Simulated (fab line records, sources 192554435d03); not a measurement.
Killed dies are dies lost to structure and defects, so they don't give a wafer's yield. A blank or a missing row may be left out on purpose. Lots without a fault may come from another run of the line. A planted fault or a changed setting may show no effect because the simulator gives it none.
Chamber matching | flow n5_finfet | N5_BEOL_M13_TRENCH_ETCH_34 on rie_diel-01: 4 sister chambers
The step etches SiOC in C4F8/O2/Ar, target depth 413.47 nm, time 162.6 s. 16 wafers are shown with their chamber, then 8 later ones without.

WAFERS WITH THEIR CHAMBER
wafer  | chamber | showerhead_plenum_p_Torr (Torr) | throttle_valve_pct (%) | drypump_motor_current_A (A)
L075.2 | 3       | 3.33                            | 24.33                  | 6.0
L075.4 | 1       | 3.39                            | 24.18                  | 6.3
L075.6 | 3       | 3.33                            | 24.32                  | 6.0
L076.1 | 2       | 3.59                            | 24.45                  | 6.4
L076.4 | 3       | 3.33                            | 24.33                  | 6.0
L076.6 | 2       | 3.59                            | 24.47                  | 6.4
L080.1 | 0       | 3.29                            | 24.64                  | 6.6
L080.2 | 1       | 3.39                            | 24.17                  | 6.3
L080.5 | 3       | 3.33                            | 24.33                  | 6.0
L084.3 | 3       | 3.33                            | 24.33                  | 6.0
L084.5 | 1       | 3.38                            | 24.17                  | 6.3
L084.6 | 0       | 3.29                            | 24.63                  | 6.7
L086.2 | 2       | 3.58                            | 24.47                  | 6.4
L086.3 | 0       | 3.29                            | 24.65                  | 6.6
L086.6 | 2       | 3.58                            | 24.47                  | 6.4
L085.3 | 3       | 3.32                            | 24.33                  | 6.0

SIGNATURES (means of the wafers above)
reading                  | chamber 0 | chamber 1 | chamber 2 | chamber 3 | scatter within a chamber
showerhead_plenum_p_Torr | 3.2900    | 3.3867    | 3.5850    | 3.3283    | 0.00456
throttle_valve_pct       | 24.6400   | 24.1733   | 24.4650   | 24.3283   | 0.00736
drypump_motor_current_A  | 6.633     | 6.300     | 6.400     | 6.000     | 0.0236
Rule: a wafer's distance from a chamber is the root of the sum, over the readings, of the square of ((its reading less the chamber's mean) divided by the reading's scatter). The wafer belongs to the nearest chamber; if the next one is less than 2 further off, it can't be placed. The scatter: the root of (the sum of the squares of (reading less its chamber's mean) over the shown wafers, divided by (wafers less chambers)).

WAFERS WITHOUT THEIR CHAMBER
wafer  | showerhead_plenum_p_Torr (Torr) | throttle_valve_pct (%) | drypump_motor_current_A (A)
L085.4 | 3.29                            | 24.64                  | 6.6
L085.6 | 3.29                            | 24.64                  | 6.6
L088.3 | 3.38                            | 24.20                  | 6.3
L088.5 | 3.29                            | 24.65                  | 6.6
L088.6 | 3.38                            | 24.20                  | 6.3
L079.1 | 3.28                            | 24.65                  | 6.6
L079.2 | 3.37                            | 24.21                  | 6.3
L079.6 | 3.28                            | 24.66                  | 6.6

WHICH CHAMBER EACH WENT THROUGH
wafer  | from the rows above | in truth
L085.4 | 0                   | 0
L085.6 | 0                   | 0
L088.3 | 1                   | 1
L088.5 | 0                   | 0
L088.6 | 1                   | 1
L079.1 | 0                   | 0
L079.2 | 1                   | 1
L079.6 | 0                   | 0
Placed correctly: 8 of 8. Can't be placed from these rows: 0. Placed wrongly: 0.
